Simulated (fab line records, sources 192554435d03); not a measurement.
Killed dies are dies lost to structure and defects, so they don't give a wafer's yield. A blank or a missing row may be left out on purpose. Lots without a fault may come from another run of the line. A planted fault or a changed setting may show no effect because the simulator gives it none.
fab line records | flow n5_finfet
record lots=14 wafers=41 last_day=18
route steps=1938 shown PMOS_HMC_CHANNEL_EPI@82 FIN_SAQP@100
lots that met no fault: from a run of the same line without faults
start_h: hours from the record's first day to the start of the lot's first wafer shown | wait_h: hours since the lot's step before | " the same as in the row above | L1.1+2: a row that stands for several wafers | - no value, or no start given | * or withheld: withheld | < > ~ a bound
route shown NAME@n: a module of which the file shows steps, and the number in the route of the first | usual: mean/standard deviation of fault-free wafers | same: alike in all rows | chamber/n: place in a boat | sites: the reading at each site | _std_site: their standard deviation | _edge_site: outer sites' mean less inner sites' | radius_mm: how far each site lies from the wafer's centre | mask NAME#n: copy n | behind: the tool/chamber that last shaped the wafer | hold: why the lot was held/for how many hours/how that ended | device: the transistor (n, p or np) that didn't switch | end of line: the same wafers' tests at the end of the route | a step without rows: its recipe alone | killed: dies lost to structure and defects at the first sort, not the wafer's yield | map: a wafer's dies, x killed, . not, _ none there
set.NAME: the setting as run; set.NAME@STEP: as run at that earlier step | model.NAME: the simulator's own value behind a step, which no gauge read
steps of the route over a sample of lots; a table a step, a row a wafer
services: from which hour (start_h, from the record's first day; less than 0 if before it) a tool's chamber was out of use, for how many hours, and why
## steps
# step N5_PMOS_HMC_CHANNEL_EPI_THK_MEAS_22
# recipe reads=SiGe30_of_PMOS_HMC_CHANNEL_EPI_EPI_20
# usual HMC_CMP_THK=53.7/0.78
# columns lot.wafer tool chamber start_h wait_h HMC_CMP_THK[nm]
L948.1 film_metro-01 - 31.50 - 52.8
L948.3 " - " " 53.1
L948.6 " - " " 53.2
L949.1 film_metro-01 - 38.25 - 52.6
L949.3 " - " " 54.1
L949.6 " - " " 54.3
L950.2 film_metro-02 - 44.64 - 55.3
L950.4 " - " " 52.9
L950.5 " - " " 54.4
L951.1 film_metro-01 - 51.11 - 53.3
L951.3 " - " " 52.2
L951.4 " - " " 52.7
L952.2 film_metro-02 - 56.91 - 54.7
L952.4 " - " " 52.5
L952.5 " - " " 53.1
L953.1 film_metro-02 - 61.99 - 53.7
L953.4 " - " " 53.2
L953.5 " - " " 53.0
L955.1 film_metro-02 - 73.87 - 54.6
L955.5 " - " " 54.6
L955.6 " - " " 54.3
L956.2 film_metro-01 - 80.13 - 53.2
L956.3 " - " " 54.2
L956.5 " - " " 54.2
L964.3 film_metro-02 - 129.31 - 54.0
L964.4 " - " " 52.8
L964.6 " - " " 54.3
L965.3 film_metro-01 - 140.30 - 53.4
L965.4 " - " " 54.4
L965.6 " - " " 53.3
L966.1 film_metro-01 - 141.28 - 53.9
L966.5 " - " " 54.7
L966.6 " - " " 54.0
L967.2 film_metro-01 - 146.28 - 53.0
L967.4 " - " " 52.6
L967.6 " - " " 54.2
L968.5 film_metro-02 - 151.22 - 52.5
L968.6 " - " " 54.2
L969.1 film_metro-02 - 157.38 - 54.2
L969.2 " - " " 54.3
L969.3 " - " " 53.5
# step N5_PMOS_HMC_CHANNEL_EPI_EPI_26
# recipe material=Si target_thk_a=38 temp_c=650 precursor=SiH4/H2 pressure_torr=20 time_s=22.7
# usual susceptor_temp_C=649.97/0.27 throttle_valve_pct=11.19/0.17
# columns lot.wafer tool chamber start_h wait_h susceptor_temp_C throttle_valve_pct
L948.1 epi_rpcvd-03 0 31.61 0.0 649.85 11.14
L948.3 " 0 " " 649.78 11.10
L948.6 " 0 " " 650.17 11.14
L949.1 epi_rpcvd-04 0 38.36 0.0 649.88 10.93
L949.3 " 0 " " 650.52 10.83
L949.6 " 0 " " 650.02 11.04
L950.2 epi_rpcvd-03 0 44.80 0.1 650.40 11.25
L950.4 " 0 " " 649.96 11.02
L950.5 " 0 " " 650.19 11.39
L951.1 epi_rpcvd-04 0 51.22 0.0 649.50 11.25
L951.3 " 0 " " 649.73 11.17
L951.4 " 0 " " 649.39 11.06
L952.2 epi_rpcvd-03 0 57.07 0.1 650.03 11.19
L952.4 " 0 " " 650.19 11.28
L952.5 " 0 " " 650.00 11.45
L953.1 epi_rpcvd-03 0 62.10 0.0 650.21 11.56
L953.4 " 0 " " 650.42 11.30
L953.5 " 0 " " 650.16 10.95
L955.1 epi_rpcvd-03 0 73.98 0.0 650.13 11.30
L955.5 " 0 " " 650.19 10.82
L955.6 " 0 " " 650.25 11.28
L956.2 epi_rpcvd-03 0 80.29 0.1 649.76 11.30
L956.3 " 0 " " 650.13 10.89
L956.5 " 0 " " 650.37 11.01
L964.3 epi_rpcvd-03 0 129.55 0.2 650.53 11.32
L964.4 " 0 " " 650.21 11.04
L964.6 " 0 " " 650.73 11.34
L965.3 epi_rpcvd-01 0 140.51 0.1 649.96 11.05
L965.4 " 0 " " 649.47 11.32
L965.6 " 0 " " 649.91 11.06
L966.1 epi_rpcvd-01 0 141.39 0.0 649.94 11.00
L966.5 " 0 " " 650.48 11.27
L966.6 " 0 " " 650.39 11.27
L967.2 epi_rpcvd-03 0 146.43 0.1 649.55 11.23
L967.4 " 0 " " 649.94 10.96
L967.6 " 0 " " 649.81 11.20
L968.5 epi_rpcvd-03 0 151.53 0.2 649.48 11.27
L968.6 " 0 " " 650.11 11.56
L969.1 epi_rpcvd-03 0 157.49 0.0 649.79 11.28
L969.2 " 0 " " 650.08 11.37
L969.3 " 0 " " 649.93 11.42
# step N5_FIN_SAQP_PECVD_06
# recipe material=a-Si target_thk_a=600 temp_c=400 precursor=SiH4/He pressure_torr=3 rf_w=100 time_s=48.1
# usual heater_power_w=829/98 showerhead_plenum_p_Torr=5.65/0.043 susceptor_temp_C=400.03/0.22 throttle_valve_pct=18.2/1.3
# columns lot.wafer tool chamber start_h wait_h heater_power_w showerhead_plenum_p_Torr susceptor_temp_C throttle_valve_pct
L948.1 pecvd-04 1 32.75 0.0 917 5.65 400.25 17.9
L948.3 " 2 " " 822 5.63 399.89 16.6
L948.6 " 0 " " 928 5.65 399.27 19.0
L949.1 pecvd-01 2 39.48 0.0 836 5.75 399.95 17.7
L949.3 " 1 " " 899 5.61 399.94 21.4
L949.6 " 1 " " 901 5.60 399.75 21.1
L950.2 pecvd-04 0 45.87 0.0 907 5.66 400.04 19.2
L950.4 " 2 " " 817 5.63 400.55 16.5
L950.5 " 0 " " 889 5.66 400.14 18.9
L951.1 pecvd-03 2 53.17 0.0 682 5.70 399.88 16.7
L951.3 " 1 " " 611 5.65 399.81 18.2
L951.4 " 0 " " 979 5.63 399.95 18.9
L952.2 pecvd-01 2 58.17 0.0 831 5.76 400.24 17.9
L952.4 " 1 " " 911 5.61 400.12 21.2
L952.5 " 2 " " 835 5.75 400.19 18.3
L953.1 pecvd-04 0 63.22 0.0 875 5.67 400.25 19.2
L953.4 " 1 " " 773 5.64 400.25 17.8
L953.5 " 0 " " 906 5.67 399.93 19.2
L955.1 pecvd-04 0 75.15 0.0 938 5.66 399.74 19.4
L955.5 " 0 " " 980 5.64 400.20 19.2
L955.6 " 2 " " 739 5.66 399.60 16.5
L956.2 pecvd-04 1 81.55 0.0 853 5.65 400.03 17.6
L956.3 " 2 " " 717 5.63 400.13 16.5
L956.5 " 2 " " 728 5.64 400.21 16.7
L964.3 pecvd-04 0 131.12 0.0 932 5.65 400.28 19.2
L964.4 " 2 " " 835 5.64 400.15 16.5
L964.6 " 1 " " 781 5.65 400.39 17.9
L965.3 pecvd-01 2 141.68 0.0 781 5.77 400.27 18.2
L965.4 " 1 " " 900 5.60 400.16 21.3
L965.6 " 2 " " 773 5.77 399.88 18.0
L966.1 pecvd-04 0 142.67 0.0 822 5.65 399.97 18.9
L966.5 " 1 " " 806 5.67 399.91 17.5
L966.6 " 2 " " 823 5.65 400.15 16.5
L967.2 pecvd-01 0 147.65 0.0 805 5.61 399.82 18.0
L967.4 " 0 " " 810 5.58 399.87 17.2
L967.6 " 1 " " 836 5.60 400.29 21.1
L968.5 pecvd-01 1 153.80 0.0 941 5.61 399.86 21.2
L968.6 " 2 " " 798 5.76 400.24 18.2
L969.1 pecvd-04 1 158.68 0.0 901 5.64 400.05 18.0
L969.2 " 0 " " 833 5.66 399.92 19.1
L969.3 " 2 " " 815 5.65 400.11 16.3
# step N5_FIN_SAQP_EXPOSE_13
# recipe mask_id=FIN_CORE na=1.35 source_shape=dipole sigma_inner=0.538 sigma_outer=0.738 polarization=te target_cd_nm=35.6 dose_mj=63.25
# usual dipole_opening_deg=40/0 exposure_dose_mJ_cm2=63.22/0.056 sigma_inner=0.538/0 stage_vel_mm_s=500.08/0.25
# columns lot.wafer tool chamber start_h wait_h mask dipole_opening_deg exposure_dose_mJ_cm2 sigma_inner stage_vel_mm_s
L948.1 arfi_scanner-03 0 33.19 - FIN_CORE#0 40 63.33 0.538 500.32
L948.3 " 0 " " FIN_CORE#0 40 63.27 0.538 499.99
L948.6 " 0 " " FIN_CORE#0 40 63.32 0.538 500.18
L949.1 arfi_scanner-01 0 39.95 - FIN_CORE#0 40 63.28 0.538 500.02
L949.3 " 0 " " FIN_CORE#0 40 63.23 0.538 500.08
L949.6 " 0 " " FIN_CORE#0 40 63.32 0.538 499.84
L950.2 arfi_scanner-03 0 46.32 - FIN_CORE#0 40 63.23 0.538 500.13
L950.4 " 0 " " FIN_CORE#0 40 63.18 0.538 499.57
L950.5 " 0 " " FIN_CORE#0 40 63.21 0.538 499.74
L951.1 arfi_scanner-01 0 53.61 - FIN_CORE#0 40 63.12 0.538 500.10
L951.3 " 0 " " FIN_CORE#0 40 63.18 0.538 500.33
L951.4 " 0 " " FIN_CORE#0 40 63.18 0.538 500.41
L952.2 arfi_scanner-01 0 58.49 - FIN_CORE#0 40 63.25 0.538 499.87
L952.4 " 0 " " FIN_CORE#0 40 63.22 0.538 499.75
L952.5 " 0 " " FIN_CORE#0 40 63.22 0.538 499.59
L953.1 arfi_scanner-01 0 63.54 - FIN_CORE#0 40 63.18 0.538 500.07
L953.4 " 0 " " FIN_CORE#0 40 63.15 0.538 500.01
L953.5 " 0 " " FIN_CORE#0 40 63.16 0.538 499.91
L955.1 arfi_scanner-02 - 75.62 - FIN_CORE#0 - - - -
L955.5 " - " " FIN_CORE#0 - - - -
L955.6 " - " " FIN_CORE#0 - - - -
L956.2 arfi_scanner-02 - 81.90 - FIN_CORE#0 - - - -
L956.3 " - " " FIN_CORE#0 - - - -
L956.5 " - " " FIN_CORE#0 - - - -
L964.3 arfi_scanner-03 0 131.58 - FIN_CORE#0 40 63.30 0.538 500.07
L964.4 " 0 " " FIN_CORE#0 40 63.17 0.538 500.50
L964.6 " 0 " " FIN_CORE#0 40 63.31 0.538 500.28
L965.3 arfi_scanner-03 0 142.02 - FIN_CORE#0 40 63.19 0.538 499.76
L965.4 " 0 " " FIN_CORE#0 40 63.16 0.538 500.11
L965.6 " 0 " " FIN_CORE#0 40 63.26 0.538 499.89
L966.1 arfi_scanner-01 0 143.12 - FIN_CORE#0 40 63.28 0.538 500.13
L966.5 " 0 " " FIN_CORE#0 40 63.19 0.538 500.38
L966.6 " 0 " " FIN_CORE#0 40 63.23 0.538 499.88
L967.2 arfi_scanner-01 0 147.98 - FIN_CORE#0 40 63.17 0.538 499.69
L967.4 " 0 " " FIN_CORE#0 40 63.19 0.538 500.32
L967.6 " 0 " " FIN_CORE#0 40 63.17 0.538 499.90
L968.5 arfi_scanner-03 0 154.25 - FIN_CORE#0 40 63.30 0.538 499.87
L968.6 " 0 " " FIN_CORE#0 40 63.30 0.538 500.35
L969.1 arfi_scanner-01 0 159.12 - FIN_CORE#0 40 63.20 0.538 500.17
L969.2 " 0 " " FIN_CORE#0 40 63.22 0.538 500.16
L969.3 " 0 " " FIN_CORE#0 40 63.15 0.538 500.64
## services
# columns tool chamber start_h hours kind
arfi_scanner-03 - 8.49 8.0 pm
epi_rpcvd-04 - 16.31 0.9 repair
arfi_scanner-03 - 16.49 3.1 pm
arfi_scanner-03 - 19.62 0.8 pm
epi_rpcvd-01 - 25.17 6.0 pm
arfi_scanner-02 - 27.52 0.8 pm
arfi_scanner-03 - 28.91 1.0 pm
arfi_scanner-01 - 40.82 1.3 pm
pecvd-01 - 46.77 0.6 repair
arfi_scanner-01 - 48.89 0.8 pm
epi_rpcvd-04 - 63.57 8.1 pm
arfi_scanner-03 - 68.69 0.7 repair
epi_rpcvd-04 - 74.79 1.3 repair
epi_rpcvd-04 - 77.90 6.0 pm
arfi_scanner-01 - 92.68 0.2 repair
arfi_scanner-02 - 97.70 1.0 pm
epi_rpcvd-03 - 103.71 0.5 repair
arfi_scanner-03 - 116.47 9.4 repair
arfi_scanner-02 - 118.61 1.3 pm
arfi_scanner-03 - 125.90 1.3 pm
arfi_scanner-03 - 127.20 1.0 pm
arfi_scanner-01 - 134.06 1.0 pm
arfi_scanner-01 - 138.16 1.0 pm
arfi_scanner-01 - 143.91 1.6 repair
## key
first_sign step=N5_FIN_SAQP_EXPOSE_13 reading=tool_record direction=missing
effect none on later readings
met_at N5_FIN_SAQP_EXPOSE_13
struck_lots L955,L956
later_rows_left_out L955.1,L955.5,L955.6,L956.2,L956.3,L956.5
sort_left_out L955.1,L955.5,L955.6,L956.2,L956.3,L956.5
not_acting_at N5_PMOS_HMC_CHANNEL_EPI_THK_MEAS_22,N5_PMOS_HMC_CHANNEL_EPI_EPI_26,N5_FIN_SAQP_PECVD_06
fault kind=skipped_step_whole tool=arfi_scanner-02 chamber=- onset_h=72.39 steps=N5_FIN_SAQP_EXPOSE_13 scope=struck_lots_only
# sort_left_out: the simulated sort isn't trusted on such a fault, so these wafers' sort isn't shown, and their yield isn't known
# later_rows_left_out: the simulator's readings of these wafers behind a module that went badly wrong aren't trusted and aren't shown, but for the sort
